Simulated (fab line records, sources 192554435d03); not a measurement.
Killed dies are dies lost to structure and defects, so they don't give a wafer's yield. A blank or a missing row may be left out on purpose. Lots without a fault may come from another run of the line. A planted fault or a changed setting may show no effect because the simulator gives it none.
Chamber matching | flow n5_finfet | N5_BEOL_M2_CO_CAP_55 on cvd_co-01: 3 sister chambers
The step material Co, precursor CCTBA/H2, target thk 2 nm, time 102.1 s. 3 wafers are shown with their chamber, then 12 later ones without.

WAFERS WITH THEIR CHAMBER
wafer  | chamber | heater_power_w (W)
L084.5 | 2       | 228
L092.4 | 1       | 304
L092.6 | 0       | 227

WAFERS WITHOUT THEIR CHAMBER
wafer  | heater_power_w (W)
L093.3 | 225
L093.4 | 307
L093.6 | 225
L094.1 | 303
L094.5 | 235
L094.6 | 228
L096.1 | 312
L096.5 | 238
L096.6 | 309
L097.1 | 229
L097.2 | 307
L097.3 | 223

WHICH CHAMBER EACH WENT THROUGH
wafer  | from the rows above     | in truth
L093.3 | can't be placed: 0 or 2 | 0
L093.4 | 1                       | 1
L093.6 | can't be placed: 0 or 2 | 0
L094.1 | 1                       | 1
L094.5 | can't be placed: 2 or 0 | 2
L094.6 | can't be placed: 2 or 0 | 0
L096.1 | 1                       | 1
L096.5 | can't be placed: 2 or 0 | 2
L096.6 | 1                       | 1
L097.1 | can't be placed: 2 or 0 | 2
L097.2 | 1                       | 1
L097.3 | can't be placed: 0 or 2 | 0
Placed correctly: 5 of 12. Can't be placed from these rows: 7 (the true chamber is among the candidates in 7). Placed wrongly: 0.
How it was worked out, from the rows above alone: a wafer's distance from a chamber is the root of the sum, over the readings, of the square of ((its reading less the chamber's mean) divided by the reading's scatter). The wafer belongs to the nearest chamber; if the next one is less than 2 further off, it can't be placed. A chamber's mean is the mean of its shown wafers. The scatter: with one shown wafer a chamber, the root of the mean of the squares of how far each hidden wafer lies from its nearest shown one.
